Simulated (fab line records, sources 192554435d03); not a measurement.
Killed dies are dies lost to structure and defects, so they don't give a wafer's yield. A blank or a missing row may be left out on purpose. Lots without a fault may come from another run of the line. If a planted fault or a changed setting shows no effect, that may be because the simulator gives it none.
Which of the tools did it? -- flow n5 finfet -- Sampling: 10 lots, 30 wafers, 3 of 1938 route steps

== WHAT THE GAUGES READ, wafer by wafer ==
N5_BEOL_M1_RS_MEAS_58: uses a four-point probe to measure.
lot,measured,on,M1_RS (ohm/sq)
L462,day 6 22:43,film metro-01,0.67 0.69 0.70
L463,day 7 07:41,film metro-02,0.71 0.67 0.67
L464,day 7 07:52,film metro-01,0.71 0.67 0.63
L466,day 7 12:44,film metro-01,0.68 0.64 0.68
L465,day 7 12:57,film metro-01,0.65 0.71 0.60
L467,day 7 19:25,film metro-01,0.71 0.66 0.69
L470,day 8 23:44,film metro-02,0.63 0.63 0.61
L480,day 10 19:28,film metro-02,0.62 0.64 0.65
L483,day 12 00:20,film metro-01,0.65 0.61 0.63
L485,day 12 02:55,film metro-02,0.63 0.61 0.62

== WHICH TOOL RAN EACH LOT (tool, then ch and the chambers of the sampled wafers, then the start) ==
lot,N5_BEOL_M1_SPUTTER_94,N5_BEOL_M1_PRE_CLEAN_60
L462,"pvd sputter-02, day 6 21:24","cvd co-02 ch 0,2, day 6 22:27"
L463,"pvd sputter-02, day 7 06:24","cvd co-01 ch 0,1, day 7 07:28"
L464,"pvd sputter-03, day 7 06:35","cvd co-02 ch 0,1, day 7 07:39"
L466,"pvd sputter-01, day 7 11:28","cvd co-02 ch 0,1,2, day 7 12:31"
L465,"pvd sputter-02, day 7 11:40","cvd co-01 ch 0,2, day 7 12:43"
L467,"pvd sputter-02, day 7 18:09","cvd co-01 ch 0,2, day 7 19:11"
L470,"pvd sputter-01, day 8 22:27","cvd co-01 ch 0,2, day 8 23:31"
L480,"pvd sputter-01, day 10 18:12","cvd co-02 ch 0,1,2, day 10 19:15"
L483,"pvd sputter-02, day 11 22:59","cvd co-02 ch 0,1, day 12 00:07"
L485,"pvd sputter-01, day 12 01:38","cvd co-02 ch 0,2, day 12 02:41"
- N5_BEOL_M1_SPUTTER_94: material Cu, target thk 4.5 nm, time 8.29 s.
- N5_BEOL_M1_PRE_CLEAN_60: time 15 s.

== THE ANSWER, worked out from the rows above alone ==
Rule: the lots themselves supply what counts as usual. Put in order of their means at a reading, lots are off if they are a third of the lots or fewer, leave a main group of 4 or more, and stand apart from it by a gap of 3 or more times the standard deviation of the main group's means; of several such gaps the widest counts. A main group whose means are all the same, to the digits that the tables above print for the reading, isn't used. A lot without any number at a reading at which 4 lots or more have one is off too. The other lots that the step has rows for count as sound.
Across all readings shown, no lot is off: no conclusion can be drawn from this.

== WHAT WAS PUT IN BY THE SIMULATOR ==
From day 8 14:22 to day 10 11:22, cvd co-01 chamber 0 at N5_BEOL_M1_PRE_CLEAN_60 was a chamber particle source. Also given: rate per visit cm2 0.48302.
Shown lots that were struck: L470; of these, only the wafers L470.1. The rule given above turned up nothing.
